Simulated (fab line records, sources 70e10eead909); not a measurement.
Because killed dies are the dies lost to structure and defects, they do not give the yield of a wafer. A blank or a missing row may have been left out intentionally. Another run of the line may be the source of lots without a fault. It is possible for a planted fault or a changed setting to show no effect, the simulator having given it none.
Chamber matching | flow nand-harc | NHARC_A_STAIRCASE_DEP_280 on pecvd-03 has 3 sister chambers
The step deposits SiON, target thk 30 nm. 3 wafers are shown with their chamber, then 7 later ones without.

## WAFERS PAIRED WITH THEIR CHAMBERS
wafer  | chamber | heater-power-outer-w (W)
L457.4 | 0       | 478
L457.5 | 1       | 567
L460.5 | 2       | 526

## WAFERS WITH NO CHAMBER GIVEN
wafer  | heater-power-outer-w (W)
L460.6 | 412
L468.2 | 568
L468.3 | 545
L468.6 | 417
L470.1 | 445
L470.5 | 521
L470.6 | 525

## WHICH CHAMBER EACH WENT THROUGH
wafer  | from the rows above          | in truth
L460.6 | can't be placed: 0 or 2      | 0
L468.2 | can't be placed: 1 or 2      | 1
L468.3 | can't be placed: 2 or 1 or 0 | 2
L468.6 | can't be placed: 0 or 2      | 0
L470.1 | can't be placed: 0 or 2      | 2
L470.5 | can't be placed: 2 or 0 or 1 | 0
L470.6 | can't be placed: 2 or 1 or 0 | 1
0 of 7 placed correctly. Can't be placed from these rows: 7 (the true chamber is among the candidates in 7). Placed wrongly: 0.
How it was worked out, from the rows above alone: a wafer's distance from a chamber is the root of the sum, over the readings, of the square of ((its reading less the chamber's mean) divided by the reading's scatter). The wafer belongs to the nearest chamber; if the next one is less than 2 further off, it can't be placed. Each chamber's mean is taken over the wafers shown for it. The scatter: root of mean squared gap, hidden wafer to nearest shown wafer, with one shown wafer a chamber.
